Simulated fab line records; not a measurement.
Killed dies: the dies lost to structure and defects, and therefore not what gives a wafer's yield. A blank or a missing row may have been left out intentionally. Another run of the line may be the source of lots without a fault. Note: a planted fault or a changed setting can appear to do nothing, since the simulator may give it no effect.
Which tool is to blame?	flow nand_harc	42 wafers from 14 lots sampled at 4 of the route's 1302 steps

WHAT THE GAUGES SHOWED, per wafer
No reading from a measuring or inspecting step in the record can be judged against a usual standard deviation.

EACH LOT AND THE TOOL THAT RAN IT (in order: tool; ch and the chambers of the sampled wafers; start)
lot	NHARC_A_CONTACT_ETCH_128	NHARC_A_CONTACT_DEVELOP_07	NHARC_A_CONTACT_ETCH_30	NHARC_A_CONTACT_ETCH_136
L229	har_cap_etch-02 ch 0,1, day 21 12:08	litho_track-06 ch 0, day 21 18:00	rie_diel-05 ch 1,2,3, day 21 19:56 or earlier	har_cap_etch-03 ch 0,1, day 21 19:56
L232	har_cap_etch-01 ch 0,1, day 22 15:43	litho_track-01 ch 0, day 22 22:00	rie_diel-12 ch 1,2, day 23 01:08 or earlier	har_cap_etch-01 ch 0,1, day 23 01:08
L233	har_cap_etch-02 ch 0,1, day 23 09:50	litho_track-04 ch 0, day 23 14:00	rie_diel-05 ch 0,1,2, day 23 16:50 or earlier	har_cap_etch-01 ch 0,1, day 23 16:50
L238	har_cap_etch-03 ch 0,1, day 26 06:00	litho_track-01, day 26 11:00	rie_diel-05 ch 0,1,2, day 26 13:06 or earlier	har_cap_etch-03 ch 0, day 26 13:06
L240	har_cap_etch-01 ch 0,1, day 26 06:37	litho_track-04, day 26 11:00	rie_diel-12 ch 0,1,3, day 26 13:47 or earlier	har_cap_etch-01 ch 0,1, day 26 13:47
L244	har_cap_etch-01 ch 0,1, day 28 02:29	litho_track-06 ch 0, day 28 08:00	rie_diel-05 ch 1,3, day 28 10:41 or earlier	har_cap_etch-03 ch 1, day 28 10:41
L245	har_cap_etch-03 ch 0,1, day 28 04:29	litho_track-01 ch 0, day 28 10:00	rie_diel-05 ch 1,2, day 28 12:53 or earlier	har_cap_etch-02 ch 0,1, day 28 12:53
L246	har_cap_etch-02 ch 0,1, day 29 04:25	litho_track-04 ch 0, day 29 12:00	rie_diel-06 ch 0,1,2, day 29 14:11 or earlier	har_cap_etch-03 ch 0,1, day 29 14:11
L248	har_cap_etch-01 ch 0,1, day 29 18:53	litho_track-06 ch 0, day 30 00:00	rie_diel-05 ch 1,2,3, day 30 02:00 or earlier	har_cap_etch-02 ch 0,1, day 30 02:00
L249	har_cap_etch-02 ch 0,1, day 29 22:05	litho_track-01 ch 0, day 30 03:00	rie_diel-05 ch 0,1,3, day 30 05:15 or earlier	har_cap_etch-03 ch 0,1, day 30 05:15
L247	har_cap_etch-01 ch 0,1, day 30 00:43	litho_track-01 ch 0, day 30 06:00	rie_diel-05 ch 0,1,2, day 30 08:12 or earlier	har_cap_etch-01 ch 0,1, day 30 08:12
L250	har_cap_etch-02 ch 0,1, day 30 10:04	litho_track-06 ch 0, day 30 15:00	rie_diel-05 ch 1,2, day 30 17:53 or earlier	har_cap_etch-02 ch 1, day 30 17:53
L252	har_cap_etch-03 ch 0,1, day 30 23:12	litho_track-06 ch 0, day 31 08:00	rie_diel-05 ch 1,3, day 31 10:17 or earlier	har_cap_etch-02 ch 0,1, day 31 10:17
L251	har_cap_etch-01 ch 0,1, day 30 23:34	litho_track-06 ch 0, day 31 10:00	rie_diel-05 ch 0,1, day 31 12:00 or earlier	har_cap_etch-03 ch 0,1, day 31 12:00
- NHARC_A_CONTACT_ETCH_128: etches the open film in C4F8/O2/Ar, time 197 s, target depth 1918 nm.
- NHARC_A_CONTACT_DEVELOP_07: develop time 35 s.
- NHARC_A_CONTACT_ETCH_30: etches the open film in CF4/CHF3, target depth 72.6 nm, time 36.3 s.
- NHARC_A_CONTACT_ETCH_136: etches the open film in C4F8/O2/Ar, time 311 s, target depth 1912 nm.

AS READ BY THE TOOLS THEMSELVES (means over the sampled wafers that have a number; for cases with no such wafer, the mark the record gives instead)
NHARC_A_CONTACT_DEVELOP_07.
lot	tool	chill_plate_temp_C (C)	exhaust_pa (Pa)
L229	litho_track-06	23.00	45.5
L232	litho_track-01	22.98	45.5
L233	litho_track-04	22.98	45.1
L238	litho_track-01	-	-
L240	litho_track-04	-	-
L244	litho_track-06	22.90	44.5
L245	litho_track-01	23.00	44.6
L246	litho_track-04	23.09	45.2
L248	litho_track-06	23.03	44.4
L249	litho_track-01	23.06	44.8
L247	litho_track-01	22.99	44.4
L250	litho_track-06	23.13	45.1
L252	litho_track-06	22.98	45.8
L251	litho_track-06	23.11	46.6

NHARC_A_CONTACT_ETCH_30.
lot	tool	drypump_motor_current_A (A)	oes_product_au (a.u.)	rf_vpp_V (V)	showerhead_plenum_p_Torr (Torr)	throttle_valve_pct (%)
L229	rie_diel-05	6.1	0.922	372.8	1.65	16.805
L232	rie_diel-12	5.9	0.919	370.2	1.58	16.801
L233	rie_diel-05	5.9	0.931	373.8	1.67	16.809
L238	rie_diel-05	5.9	0.948	373.4	1.67	16.797
L240	rie_diel-12	5.8	0.925	373.4	1.66	16.797
L244	rie_diel-05	6.3	0.926	372.6	1.63	16.803
L245	rie_diel-05	6.3	0.916	372.9	1.66	16.797
L246	rie_diel-06	5.4	0.975	370.8	1.56	16.790
L248	rie_diel-05	6.0	0.950	373.4	1.64	16.806
L249	rie_diel-05	6.0	0.933	371.4	1.63	16.803
L247	rie_diel-05	5.9	0.928	373.3	1.67	16.805
L250	rie_diel-05	6.0	0.927	374.6	1.68	16.806
L252	rie_diel-05	6.1	0.963	371.8	1.61	16.803
L251	rie_diel-05	5.8	0.935	374.0	1.66	16.799

THE ANSWER, worked out from the rows above alone
Rule: usual is defined by the lots themselves. Put in order of their means at a reading, lots are off if they are a third of the lots or fewer, leave a main group of 4 or more, and stand apart from it by a gap of 3 or more times the standard deviation of the main group's means; of several such gaps the widest counts. The tables above print the reading to a certain number of digits; a main group whose means all agree to those digits is not used. A lot without any number at a reading at which 4 lots or more have one is off too. All remaining lots with rows at the step are treated as sound. Order of review: gauges by route order, followed by the tools' own readings, for which a lot's mean as printed above is used. The first step at which some lot is off is used, and at that step the reading that is off furthest; a lot without a number counts as furthest.
Off: L238, L240 (NHARC_A_CONTACT_DEVELOP_07, chill_plate_temp_C). Without a number there: L238, L240. The main group has a mean of 23.02 C with a standard deviation of 0.063.
If a tool, at that step or one of the process steps before it, ran each lot that is off and ran no sound lot following the first of them, it fits. Of those tried, none fits.

WHAT THE SIMULATOR PUT IN
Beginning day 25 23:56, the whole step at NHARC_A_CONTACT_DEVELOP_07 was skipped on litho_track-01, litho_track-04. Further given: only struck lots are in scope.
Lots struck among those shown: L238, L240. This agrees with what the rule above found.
